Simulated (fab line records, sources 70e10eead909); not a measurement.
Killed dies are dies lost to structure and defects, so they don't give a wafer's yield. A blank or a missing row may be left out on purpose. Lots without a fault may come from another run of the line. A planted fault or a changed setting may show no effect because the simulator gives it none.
Chamber matching | flow nand_harc | NHARC_P_M0_DEP_32 on pecvd-03: 3 sister chambers
The step deposits SiCN, target thk 30 nm. 3 wafers are shown with their chamber, then 11 later ones without.

WAFERS WITH THEIR CHAMBER
wafer  | chamber | heater_power_w (W)
L085.1 | 1       | 591
L085.6 | 2       | 483
L087.1 | 0       | 617

WAFERS WITHOUT THEIR CHAMBER
wafer  | heater_power_w (W)
L087.2 | 654
L087.4 | 589
L090.3 | 572
L090.5 | 581
L090.6 | 450
L094.3 | 443
L094.4 | 453
L094.6 | 620
L096.1 | 429
L096.3 | 551
L096.4 | 537

WHICH CHAMBER EACH WENT THROUGH
wafer  | from the rows above          | in truth
L087.2 | can't be placed: 0 or 1      | 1
L087.4 | can't be placed: 1 or 0      | 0
L090.3 | can't be placed: 1 or 0      | 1
L090.5 | can't be placed: 1 or 0      | 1
L090.6 | 2                            | 2
L094.3 | 2                            | 2
L094.4 | 2                            | 2
L094.6 | can't be placed: 0 or 1      | 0
L096.1 | 2                            | 2
L096.3 | can't be placed: 1 or 0 or 2 | 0
L096.4 | can't be placed: 1 or 2 or 0 | 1
Placed correctly: 4 of 11. Can't be placed from these rows: 7 (the true chamber is among the candidates in 7). Placed wrongly: 0.
How it was worked out, from the rows above alone: a wafer's distance from a chamber is the root of the sum, over the readings, of the square of ((its reading less the chamber's mean) divided by the reading's scatter). The wafer belongs to the nearest chamber; if the next one is less than 2 further off, it can't be placed. A chamber's mean is the mean of its shown wafers. The scatter: with one shown wafer a chamber, the root of the mean of the squares of how far each hidden wafer lies from its nearest shown one.
